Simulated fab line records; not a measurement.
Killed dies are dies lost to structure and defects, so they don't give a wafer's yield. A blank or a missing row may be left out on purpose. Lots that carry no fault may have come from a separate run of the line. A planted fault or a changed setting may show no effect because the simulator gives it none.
Matching of chambers -- flow nand_harc -- NHARC_A_CHANNEL_FILL_D2_ALD_02 on ald_hk-02 has 4 sister chambers
The step deposits SiO2, target thk 6 nm, pulse time 10 s, ald cycles 60. 18 wafers are shown with their chamber, then 9 later ones without.

WAFERS, EACH WITH ITS CHAMBER
wafer,chamber,heater_power_w (W),precursor_pulse_height_rel
L075.1,0,400,0.985
L075.3,1,463,0.981
L075.4,2,459,1.002
L077.1,3,456,1.025
L077.5,2,461,1.006
L077.6,1,461,1.010
L079.1,1,469,1.000
L079.2,2,472,1.020
L079.4,3,488,1.019
L079.3,0,385,0.988
L079.5,3,490,1.006
L079.6,0,381,1.001
L087.2,1,467,0.984
L087.3,3,484,0.997
L087.6,0,369,0.980
L089.1,0,372,0.999
L089.2,2,485,0.982
L089.4,1,464,0.997

SIGNATURES (averages over the wafers above)
reading,chamber 0,chamber 1,chamber 2,chamber 3,scatter within a chamber
heater_power_w,381.40,464.80,469.25,479.50,11.4
precursor_pulse_height_rel,0.99060,0.99440,1.00250,1.01175,0.0123
Rule: distance of a wafer from a chamber = root of the sum over the readings of ((wafer's reading minus chamber's mean) / reading's scatter) squared. The wafer belongs to the nearest chamber; if the next one is less than 2 further off, it can't be placed. How the scatter is found: for the shown wafers, subtract from each reading the mean of its chamber, square and add these, divide the total by (wafers less chambers), then take the root.

WAFERS WITHOUT THEIR CHAMBER
wafer,heater_power_w (W),precursor_pulse_height_rel
L089.3,473,0.989
L089.5,473,1.039
L089.6,487,0.976
L088.3,465,1.006
L088.4,475,0.997
L088.6,485,1.016
L097.2,400,1.003
L097.3,463,0.996
L097.4,454,0.999

CHAMBER TAKEN BY EACH
wafer,from the rows above,in truth
L089.3,can't be placed: 1 or 2 or 3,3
L089.5,can't be placed: 3 or 2 or 1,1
L089.6,can't be placed: 1 or 2 or 3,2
L088.3,can't be placed: 2 or 1 or 3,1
L088.4,can't be placed: 2 or 1 or 3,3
L088.6,can't be placed: 3 or 2 or 1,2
L097.2,0,0
L097.3,can't be placed: 1 or 2 or 3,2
L097.4,can't be placed: 1 or 2 or 3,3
Correct placement for 1 of the 9. These rows do not allow placing 8 (true chamber among the candidates in 8). Wrongly placed: 0.
